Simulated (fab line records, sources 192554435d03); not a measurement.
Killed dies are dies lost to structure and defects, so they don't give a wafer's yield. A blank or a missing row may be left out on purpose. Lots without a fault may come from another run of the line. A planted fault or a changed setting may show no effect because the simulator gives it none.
Chamber matching | flow n5_finfet | N5_BEOL_M6_CURE_75 on uv_cure-03: 3 sister chambers
The step cures SiCOH lowk, time 120 s. 3 wafers are shown with their chamber, then 12 later ones without.

WAFERS WITH THEIR CHAMBER
wafer  | chamber | wafer_temp_C_max
L091.6 | 0       | 371.5
L090.6 | 1       | 370.9
L093.6 | 2       | 371.1

WAFERS WITHOUT THEIR CHAMBER
wafer  | wafer_temp_C_max
L095.1 | 371.1
L095.4 | 371.4
L095.6 | 371.7
L096.1 | 371.3
L096.3 | 371.4
L096.4 | 371.8
L097.1 | 371.7
L097.3 | 372.0
L097.6 | 371.8
L097.2 | 371.7
L097.4 | 371.7
L097.5 | 371.5

WHICH CHAMBER EACH WENT THROUGH
wafer  | from the rows above          | in truth
L095.1 | can't be placed: 2 or 1 or 0 | 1
L095.4 | can't be placed: 0 or 2 or 1 | 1
L095.6 | can't be placed: 0 or 2      | 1
L096.1 | can't be placed: 0 or 2 or 1 | 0
L096.3 | can't be placed: 0 or 2 or 1 | 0
L096.4 | can't be placed: 0 or 2      | 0
L097.1 | can't be placed: 0 or 2      | 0
L097.3 | can't be placed: 0 or 2      | 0
L097.6 | can't be placed: 0 or 2      | 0
L097.2 | can't be placed: 0 or 2      | 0
L097.4 | can't be placed: 0 or 2      | 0
L097.5 | can't be placed: 0 or 2      | 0
Placed correctly: 0 of 12. Can't be placed from these rows: 12 (the true chamber is among the candidates in 11). Placed wrongly: 0.
How it was worked out, from the rows above alone: a wafer's distance from a chamber is the root of the sum, over the readings, of the square of ((its reading less the chamber's mean) divided by the reading's scatter). The wafer belongs to the nearest chamber; if the next one is less than 2 further off, it can't be placed. A chamber's mean is the mean of its shown wafers. The scatter: with one shown wafer a chamber, the root of the mean of the squares of how far each hidden wafer lies from its nearest shown one.
